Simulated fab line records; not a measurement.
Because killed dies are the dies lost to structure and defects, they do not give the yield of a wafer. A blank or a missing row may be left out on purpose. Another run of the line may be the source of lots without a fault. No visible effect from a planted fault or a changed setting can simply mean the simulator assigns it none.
3 desks, one fault :: flow n5Finfet :: only its own numbers are on each desk; what lay behind them is given at the end

METROLOGY DESK
What the gauges read, lot by lot, whatever tool the lot ran on: means of the sampled wafers that have a number. Any lot whose mean is over 4 standard deviations away from the usual mean is out of limits and marked OUT; that distance is given in the brackets.
Columns: A = cdNm at N5_BEOL_M12_CD_MEAS_28, usual 159.6 nm; B = M12_OVL at N5_BEOL_M12_OVL_MEAS_29, usual -4 nm
lot: L465
first seen here: day 10 22:52
A: 160.3
B: -5

lot: L476
first seen here: day 14 13:20
A: 161.2
B: -2

lot: L475
first seen here: day 14 16:26
A: 158.6
B: 2

lot: L480
first seen here: day 15 14:12
A: 157.1
B: -11

lot: L483
first seen here: day 16 07:08
A: 161.5
B: -4

lot: L479
first seen here: day 17 05:36
A: 158.1
B: -1
This desk found nothing out of limits on any of the 6 lots.

THE TOOL OWNER'S DESK: rieDiel-04
The tool's own readings at N5_BEOL_M12_ETCH_68 (etches SOC in N2/H2, time 285 s): means of the sampled wafers that have a number, for each lot that ran on this tool. Any lot whose mean is over 4 standard deviations away from the usual mean is out of limits and marked OUT; that distance is given in the brackets.
Columns: A = drypumpMotorCurrentA at N5_BEOL_M12_ETCH_68, usual 5.8 A; B = oesProductAu at N5_BEOL_M12_ETCH_68, usual 0.79 a.u.; C = rfFwdPowerW at N5_BEOL_M12_ETCH_68, usual 2992 W; D = rfVppV at N5_BEOL_M12_ETCH_68, usual 523.8 V; E = showerheadPlenumPTorr at N5_BEOL_M12_ETCH_68, usual 2.53 Torr; F = throttleValvePct at N5_BEOL_M12_ETCH_68, usual 17.77 %
lot: L476
first seen here: day 14 13:37
A: 5.4
B: 1.02
C: 3004
D: 524.8
E: 2.54
F: 17.51

lot: L475
first seen here: day 14 16:53
A: 5.5
B: 0.92
C: 2988
D: 524.7
E: 2.56
F: 17.84

lot: L479
first seen here: day 17 05:52
A: 5.6
B: 0.82
C: 2993
D: 523.6
E: 2.55
F: 17.81
This desk found nothing out of limits on any of the 3 lots.

THE DEFECT DESK
Lot by lot, what the route's inspections counted, given as the mean of those sampled wafers with a number. Any lot whose mean is over 4 standard deviations away from the usual mean is out of limits and marked OUT; that distance is given in the brackets.
Columns: A = rawDefectCount at N5_BEOL_M12_INSPECT_30, usual 2.3
lot: L465
first seen here: day 10 22:55
A: 1.0

lot: L476
first seen here: day 14 13:23
A: 1.0

lot: L475
first seen here: day 14 16:29
A: 2.0

lot: L480
first seen here: day 15 14:15
A: 1.3

lot: L483
first seen here: day 16 07:11
A: 3.0

lot: L479
first seen here: day 17 05:39
A: 2.0
This desk found nothing out of limits on any of the 6 lots.

TAKEN TOGETHER
Metrology desk: nothing out of limits seen.
Nothing out of limits was seen by the tool owner's desk.
Nothing out of limits was seen by the defect desk.

WHAT THE SIMULATOR HAD INSERTED
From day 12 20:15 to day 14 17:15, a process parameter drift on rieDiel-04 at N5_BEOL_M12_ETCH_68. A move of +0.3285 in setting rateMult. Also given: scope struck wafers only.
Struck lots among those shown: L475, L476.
